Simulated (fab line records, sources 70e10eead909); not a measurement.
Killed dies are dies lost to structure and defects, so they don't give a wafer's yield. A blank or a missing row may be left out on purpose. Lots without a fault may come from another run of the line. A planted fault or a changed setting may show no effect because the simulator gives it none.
Chamber matching | flow nand_harc | NHARC_A_M0_DESCUM_14 on rie_diel-06: 4 sister chambers
The step chemistry O2, time 3 s. 16 wafers are shown with their chamber, then 8 later ones without.

WAFERS WITH THEIR CHAMBER
wafer  | chamber | drypump_motor_current_A (A) | oes_product_au (a.u.) | rf_vpp_V (V)
L076.1 | 0       | 6.41                        | 1.003                 | 57.1
L076.3 | 2       | 5.60                        | 0.998                 | 58.6
L076.6 | 2       | 5.60                        | 1.002                 | 58.8
L076.2 | 3       | 5.98                        | 1.016                 | 58.0
L076.4 | 1       | 5.95                        | 1.007                 | 56.1
L076.5 | 3       | 6.05                        | 1.011                 | 57.8
L077.3 | 3       | 6.01                        | 1.013                 | 57.3
L077.5 | 3       | 5.96                        | 1.017                 | 56.4
L077.6 | 1       | 5.95                        | 1.000                 | 56.0
L084.1 | 0       | 6.40                        | 0.998                 | 58.6
L084.3 | 1       | 5.93                        | 1.009                 | 56.6
L084.6 | 0       | 6.41                        | 0.991                 | 56.1
L088.1 | 2       | 5.59                        | 0.996                 | 56.8
L088.2 | 3       | 6.00                        | 0.998                 | 55.9
L088.6 | 2       | 5.60                        | 0.995                 | 59.3
L092.2 | 1       | 5.95                        | 1.007                 | 56.8

SIGNATURES (means of the wafers above)
reading                 | chamber 0 | chamber 1 | chamber 2 | chamber 3 | scatter within a chamber
drypump_motor_current_A | 6.4067    | 5.9450    | 5.5975    | 6.0000    | 0.0205
oes_product_au          | 0.99733   | 1.00575   | 0.99775   | 1.01100   | 0.00564
rf_vpp_V                | 57.267    | 56.375    | 58.375    | 57.080    | 0.933
Rule: a wafer's distance from a chamber is the root of the sum, over the readings, of the square of ((its reading less the chamber's mean) divided by the reading's scatter). The wafer belongs to the nearest chamber; if the next one is less than 2 further off, it can't be placed. The scatter: the root of (the sum of the squares of (reading less its chamber's mean) over the shown wafers, divided by (wafers less chambers)).

WAFERS WITHOUT THEIR CHAMBER
wafer  | drypump_motor_current_A (A) | oes_product_au (a.u.) | rf_vpp_V (V)
L092.3 | 6.39                        | 0.975                 | 58.1
L092.5 | 5.62                        | 0.991                 | 58.6
L093.4 | 5.60                        | 1.005                 | 56.2
L093.5 | 5.95                        | 1.000                 | 57.0
L093.6 | 6.41                        | 0.993                 | 58.1
L097.1 | 6.40                        | 0.980                 | 57.0
L097.2 | 5.96                        | 1.005                 | 56.5
L097.6 | 5.99                        | 1.005                 | 56.6

WHICH CHAMBER EACH WENT THROUGH
wafer  | from the rows above     | in truth
L092.3 | 0                       | 0
L092.5 | 2                       | 2
L093.4 | 2                       | 2
L093.5 | can't be placed: 1 or 3 | 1
L093.6 | 0                       | 0
L097.1 | 0                       | 0
L097.2 | can't be placed: 1 or 3 | 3
L097.6 | can't be placed: 3 or 1 | 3
Placed correctly: 5 of 8. Can't be placed from these rows: 3 (the true chamber is among the candidates in 3). Placed wrongly: 0.
